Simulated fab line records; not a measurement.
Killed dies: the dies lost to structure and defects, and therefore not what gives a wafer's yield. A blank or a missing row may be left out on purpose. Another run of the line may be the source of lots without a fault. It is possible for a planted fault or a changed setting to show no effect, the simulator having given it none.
A single fault, viewed from 2 desks    flow nandHarc    each desk holds nothing but its own numbers, with what lay behind them at the end

FROM THE METROLOGY DESK
What the gauges read, lot by lot, whatever tool the lot ran on: means of the sampled wafers that have a number. The brackets show how far a lot's mean lies from the usual mean; more than 4 standard deviations puts the lot out of limits, marked OUT.
Columns: A = cdNm at NHARC_P_M1_CD_MEAS_09, usual 130.0 nm; B = overlayXNm at NHARC_P_M1_OVL_MEAS_10, usual 0.0 nm; C = overlayYNm at NHARC_P_M1_OVL_MEAS_10, usual -0.2 nm
lot   first seen here  A      B     C
L865  day 6 02:58      130.0  -1.4  -0.3
L866  day 6 15:44      129.7  -0.7  -0.5
L868  day 7 04:23      130.2  -0.4  0.3
L871  day 7 05:23      129.5  -2.0  -1.1
L870  day 7 06:08      129.7  1.0   -1.1
L875  day 8 16:43      130.1  0.4   -1.0
L876  day 9 06:23      130.3  1.3   0.3
L880  day 9 21:54      129.8  -0.3  -0.3
L881  day 10 04:53     129.9  1.0   -0.5
L884  day 10 11:07     129.6  0.4   -1.0
L885  day 10 23:08     129.4  -1.0  1.4
L886  day 11 04:50     130.2  -0.2  -0.3
L887  day 11 05:50     129.7  -0.7  0.7
L888  day 11 22:19     129.7  -1.2  -0.5
This desk's verdict: no lot among the 14 shows anything out of limits.

TOOL OWNER'S DESK, pvdSputter-03
The tool's own readings at NHARC_P_M1_PVD_20 (deposits TaN, target thk 5 nm, time 8.06 s): means of the sampled wafers that have a number, for each lot that ran on this tool. The brackets show how far a lot's mean lies from the usual mean; more than 4 standard deviations puts the lot out of limits, marked OUT.
Columns: A = biasV at NHARC_P_M1_PVD_20, usual 168.6 V; B = cathodeDcPowerW at NHARC_P_M1_PVD_20, usual 15000 W; C = throttleValvePct at NHARC_P_M1_PVD_20, usual 29.8 %
lot   first seen here  A      B      C
L866  day 6 17:08      168.0  15001  29.4
L870  day 7 07:27      169.8  15001  29.5
L880  day 9 23:16      168.7  15000  29.1
L887  day 11 07:10     168.0  15001  29.4
This desk's verdict: no lot among the 4 shows anything out of limits.

PUT TOGETHER
From the metrology desk's view, nothing was out of limits.
The desk of the tool owner found nothing out of limits.

WHAT THE SIMULATOR HAD PUT IN
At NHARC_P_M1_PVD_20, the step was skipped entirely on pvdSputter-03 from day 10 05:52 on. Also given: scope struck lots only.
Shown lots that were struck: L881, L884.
